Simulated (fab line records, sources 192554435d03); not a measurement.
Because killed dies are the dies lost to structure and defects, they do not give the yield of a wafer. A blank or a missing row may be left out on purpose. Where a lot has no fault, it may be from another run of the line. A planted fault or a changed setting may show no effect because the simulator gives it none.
Matching of chambers || flow n5_finfet || rie_diel-05 running N5_BEOL_M7_ETCH_72: 4 sister chambers
The step etches underlayer in N2/H2, target depth 6.5 nm, time 5.2 s. 18 wafers are shown with their chamber, then 9 later ones without.

## EACH WAFER AND ITS CHAMBER
{"wafer": "L075.2", "chamber": 3, "drypump_motor_current_A (A)": 6.1, "throttle_valve_pct (%)": 17.91, "showerhead_plenum_p_Torr (Torr)": 2.62}
{"wafer": "L075.5", "chamber": 0, "drypump_motor_current_A (A)": 5.6, "throttle_valve_pct (%)": 18.11, "showerhead_plenum_p_Torr (Torr)": 2.53}
{"wafer": "L075.6", "chamber": 3, "drypump_motor_current_A (A)": 6.1, "throttle_valve_pct (%)": 17.89, "showerhead_plenum_p_Torr (Torr)": 2.62}
{"wafer": "L078.1", "chamber": 2, "drypump_motor_current_A (A)": 5.7, "throttle_valve_pct (%)": 17.73, "showerhead_plenum_p_Torr (Torr)": 2.47}
{"wafer": "L078.4", "chamber": 3, "drypump_motor_current_A (A)": 6.1, "throttle_valve_pct (%)": 17.92, "showerhead_plenum_p_Torr (Torr)": 2.62}
{"wafer": "L078.6", "chamber": 0, "drypump_motor_current_A (A)": 5.6, "throttle_valve_pct (%)": 18.11, "showerhead_plenum_p_Torr (Torr)": 2.53}
{"wafer": "L082.3", "chamber": 2, "drypump_motor_current_A (A)": 5.7, "throttle_valve_pct (%)": 17.75, "showerhead_plenum_p_Torr (Torr)": 2.47}
{"wafer": "L082.5", "chamber": 1, "drypump_motor_current_A (A)": 5.5, "throttle_valve_pct (%)": 18.37, "showerhead_plenum_p_Torr (Torr)": 2.47}
{"wafer": "L082.6", "chamber": 0, "drypump_motor_current_A (A)": 5.5, "throttle_valve_pct (%)": 18.13, "showerhead_plenum_p_Torr (Torr)": 2.52}
{"wafer": "L086.2", "chamber": 2, "drypump_motor_current_A (A)": 5.7, "throttle_valve_pct (%)": 17.76, "showerhead_plenum_p_Torr (Torr)": 2.47}
{"wafer": "L086.3", "chamber": 3, "drypump_motor_current_A (A)": 6.1, "throttle_valve_pct (%)": 17.96, "showerhead_plenum_p_Torr (Torr)": 2.61}
{"wafer": "L086.6", "chamber": 1, "drypump_motor_current_A (A)": 5.5, "throttle_valve_pct (%)": 18.38, "showerhead_plenum_p_Torr (Torr)": 2.47}
{"wafer": "L087.2", "chamber": 0, "drypump_motor_current_A (A)": 5.5, "throttle_valve_pct (%)": 18.14, "showerhead_plenum_p_Torr (Torr)": 2.52}
{"wafer": "L087.4", "chamber": 1, "drypump_motor_current_A (A)": 5.5, "throttle_valve_pct (%)": 18.38, "showerhead_plenum_p_Torr (Torr)": 2.47}
{"wafer": "L087.6", "chamber": 0, "drypump_motor_current_A (A)": 5.5, "throttle_valve_pct (%)": 18.13, "showerhead_plenum_p_Torr (Torr)": 2.52}
{"wafer": "L088.2", "chamber": 0, "drypump_motor_current_A (A)": 5.6, "throttle_valve_pct (%)": 18.13, "showerhead_plenum_p_Torr (Torr)": 2.52}
{"wafer": "L088.4", "chamber": 2, "drypump_motor_current_A (A)": 5.7, "throttle_valve_pct (%)": 17.78, "showerhead_plenum_p_Torr (Torr)": 2.46}
{"wafer": "L088.6", "chamber": 1, "drypump_motor_current_A (A)": 5.5, "throttle_valve_pct (%)": 18.39, "showerhead_plenum_p_Torr (Torr)": 2.46}

SIGNATURES, as means of the wafers listed above
{"reading": "drypump_motor_current_A", "chamber 0": 5.550, "chamber 1": 5.500, "chamber 2": 5.700, "chamber 3": 6.100, "scatter within a chamber": 0.0327}
{"reading": "throttle_valve_pct", "chamber 0": 18.1250, "chamber 1": 18.3800, "chamber 2": 17.7550, "chamber 3": 17.9200, "scatter within a chamber": 0.0186}
{"reading": "showerhead_plenum_p_Torr", "chamber 0": 2.5233, "chamber 1": 2.4675, "chamber 2": 2.4675, "chamber 3": 2.6175, "scatter within a chamber": 0.00506}
Rule: for each reading, subtract the chamber's mean from the wafer's reading, divide by that reading's scatter and square the result; add these up over the readings and take the root, which gives the wafer's distance from the chamber. If the next closest chamber is less than 2 further off than the closest, the wafer can't be placed; otherwise it belongs to the closest. How the scatter is found: for the shown wafers, subtract from each reading the mean of its chamber, square and add these, divide the total by (wafers less chambers), then take the root.

## WAFERS WITH NO CHAMBER GIVEN
{"wafer": "L091.3", "drypump_motor_current_A (A)": 5.7, "throttle_valve_pct (%)": 17.77, "showerhead_plenum_p_Torr (Torr)": 2.46}
{"wafer": "L091.4", "drypump_motor_current_A (A)": 5.5, "throttle_valve_pct (%)": 18.15, "showerhead_plenum_p_Torr (Torr)": 2.52}
{"wafer": "L091.6", "drypump_motor_current_A (A)": 5.5, "throttle_valve_pct (%)": 18.18, "showerhead_plenum_p_Torr (Torr)": 2.52}
{"wafer": "L093.4", "drypump_motor_current_A (A)": 5.7, "throttle_valve_pct (%)": 17.76, "showerhead_plenum_p_Torr (Torr)": 2.46}
{"wafer": "L093.5", "drypump_motor_current_A (A)": 5.5, "throttle_valve_pct (%)": 18.39, "showerhead_plenum_p_Torr (Torr)": 2.46}
{"wafer": "L093.6", "drypump_motor_current_A (A)": 5.7, "throttle_valve_pct (%)": 17.77, "showerhead_plenum_p_Torr (Torr)": 2.46}
{"wafer": "L095.2", "drypump_motor_current_A (A)": 5.7, "throttle_valve_pct (%)": 17.78, "showerhead_plenum_p_Torr (Torr)": 2.46}
{"wafer": "L095.5", "drypump_motor_current_A (A)": 6.1, "throttle_valve_pct (%)": 17.99, "showerhead_plenum_p_Torr (Torr)": 2.61}
{"wafer": "L095.6", "drypump_motor_current_A (A)": 5.7, "throttle_valve_pct (%)": 17.78, "showerhead_plenum_p_Torr (Torr)": 2.46}

## CHAMBER TAKEN BY EACH
{"wafer": "L091.3", "from the rows above": 2, "in truth": 2}
{"wafer": "L091.4", "from the rows above": 0, "in truth": 0}
{"wafer": "L091.6", "from the rows above": 0, "in truth": 0}
{"wafer": "L093.4", "from the rows above": 2, "in truth": 2}
{"wafer": "L093.5", "from the rows above": 1, "in truth": 1}
{"wafer": "L093.6", "from the rows above": 2, "in truth": 2}
{"wafer": "L095.2", "from the rows above": 2, "in truth": 2}
{"wafer": "L095.5", "from the rows above": 3, "in truth": 3}
{"wafer": "L095.6", "from the rows above": 2, "in truth": 2}
9 of 9 placed correctly. Left unplaced by these rows: 0. Placed wrongly: 0.
